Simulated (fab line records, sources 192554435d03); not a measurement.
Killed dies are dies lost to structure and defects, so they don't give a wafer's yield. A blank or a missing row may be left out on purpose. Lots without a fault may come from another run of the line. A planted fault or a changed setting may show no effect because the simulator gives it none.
Split-lot experiment | flow n5_finfet | 7 lots, 39 wafers read, on a route of 1938 steps

THE SPLIT
At N5_HKMG_FIN_ALD_36 (deposits TiN, target thk 1 nm, pulse time 1 s, purge time 3 s), the setting ald_cycles was moved away from the recipe's 47 on 18 of the 39 wafers read, by -59.6% to +46.8%. The other wafers ran this setting at the recipe's value.

The reading is taken at the split's own step.

THE READING
TiN_of_HKMG_FIN_ALD_36.thk_nm (the simulator's own value, which no gauge read), in nm, at N5_HKMG_FIN_ALD_36 (deposits TiN, target thk 1 nm, pulse time 1 s, purge time 3 s). The file gives no usual value for it.

wafer  | tool, chamber at the split | ald_cycles as run | against the recipe | TiN_of_HKMG_FIN_ALD_36.thk_nm, nm | against lot-mates on the recipe
L074.1 | ald_metal-04, 2,3,0        | 47                | recipe             | 1                                 | -
L074.2 | ald_metal-04, 2,3,0        | 47                | recipe             | 1                                 | -
L074.6 | ald_metal-04, 2,3,0        | 47                | recipe             | 1                                 | -
L074.3 | ald_metal-04, 1,0,1        | 69                | +46.8%             | 1.4                               | +0.4
L074.4 | ald_metal-04, 1,0,1        | 69                | +46.8%             | 1.4                               | +0.4
L074.5 | ald_metal-04, 1,0,1        | 69                | +46.8%             | 1.4                               | +0.4
L082.1 | ald_metal-03, 3,2,3        | 26                | -44.7%             | 0.6                               | -0.4
L082.5 | ald_metal-03, 3,2,3        | 26                | -44.7%             | 0.6                               | -0.4
L082.6 | ald_metal-03, 3,2,3        | 26                | -44.7%             | 0.6                               | -0.4
L082.2 | ald_metal-03, 0,2,1        | 47                | recipe             | 1                                 | -
L082.3 | ald_metal-03, 0,2,1        | 47                | recipe             | 1                                 | -
L082.4 | ald_metal-03, 0,2,1        | 47                | recipe             | 1                                 | -
L084.1 | ald_metal-01, 1,0,0        | 47                | recipe             | 1                                 | -
L084.3 | ald_metal-01, 1,0,0        | 47                | recipe             | 1                                 | -
L084.6 | ald_metal-01, 1,0,0        | 47                | recipe             | 1                                 | -
L084.2 | ald_metal-01, 3,2,1        | 65                | +38.3%             | 1.4                               | +0.4
L084.4 | ald_metal-01, 3,2,1        | 65                | +38.3%             | 1.4                               | +0.4
L084.5 | ald_metal-01, 3,2,1        | 65                | +38.3%             | 1.4                               | +0.4
L092.1 | ald_metal-01, 0,2,2        | 36                | -23.4%             | 0.8                               | -0.2
L092.3 | ald_metal-01, 0,2,2        | 36                | -23.4%             | 0.8                               | -0.2
L092.5 | ald_metal-01, 0,2,2        | 36                | -23.4%             | 0.8                               | -0.2
L092.2 | ald_metal-01, 1,3,1        | 47                | recipe             | 1                                 | -
L092.4 | ald_metal-01, 1,3,1        | 47                | recipe             | 1                                 | -
L092.6 | ald_metal-01, 1,3,1        | 47                | recipe             | 1                                 | -
L093.1 | ald_metal-01, 0,1,3        | 47                | recipe             | 1                                 | -
L093.3 | ald_metal-01, 0,1,3        | 47                | recipe             | 1                                 | -
L093.4 | ald_metal-01, 0,1,3        | 47                | recipe             | 1                                 | -
L093.2 | ald_metal-01, 2,0,1        | 40                | -14.9%             | 0.8                               | -0.2
L093.5 | ald_metal-01, 2,0,1        | 40                | -14.9%             | 0.8                               | -0.2
L093.6 | ald_metal-01, 2,0,1        | 40                | -14.9%             | 0.8                               | -0.2
L095.1 | ald_metal-03, 3,2,3        | 47                | recipe             | 1                                 | -
L095.4 | ald_metal-03, 3,2,3        | 47                | recipe             | 1                                 | -
L095.6 | ald_metal-03, 3,2,3        | 47                | recipe             | 1                                 | -
L095.2 | ald_metal-03, 1,0,0        | 19                | -59.6%             | 0.4                               | -0.6
L095.3 | ald_metal-03, 1,0,0        | 19                | -59.6%             | 0.4                               | -0.6
L095.5 | ald_metal-03, 1,0,0        | 19                | -59.6%             | 0.4                               | -0.6
L097.2 | ald_metal-04, 2,3,1        | 47                | recipe             | 1                                 | -
L097.3 | ald_metal-04, 2,3,1        | 47                | recipe             | 1                                 | -
L097.4 | ald_metal-04, 2,3,1        | 47                | recipe             | 1                                 | -
Where a row lists several chambers, the file gives one row for several wafers and doesn't say which wafer went through which chamber.

THE FIT
A straight line over all 39 wafers: TiN_of_HKMG_FIN_ALD_36.thk_nm changes by +0.00953 nm for each +1% of ald_cycles; r = +1.00; the points scatter about the line by 0.027 nm.
The same after taking each lot's own level away (the mean of its wafers on the recipe; 39 wafers): +0.00953 nm for each +1%; r = +1.00; scatter 0.027 nm.
On that fit, the largest move of ald_cycles shifts the reading by 0.57 nm.
The lots' own levels span 1.00 to 1.00 nm.
So the lot-to-lot level changes the slope little: the two slopes agree.
Check: with one of the wafers moved furthest among these (-59.6%) left out of the fit, the line predicts -0.568 nm for it against its lot-mates. It came out at -0.6 nm against them.

OTHER SPLITS ON THESE WAFERS
These wafers also went through other splits before the reading. Each is held against what the fit with the lots' levels taken away leaves over:
other split on the same wafers | wafers away from the commonest value | r with TiN_of_HKMG_FIN_ALD_36.thk_nm (lot level and that fit taken away)
N5_ZERO_LAYER_PECVD_02 time_s  | 12                                   | +0.03
N5_FIN_SAQP_HM_DEP_72 time_s   | 12                                   | -0.22

THE FILE'S OWN FIT
TiN_of_HKMG_FIN_ALD_36.thk_nm changes by +0.00956 nm for each +1% of ald_cycles, r = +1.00.
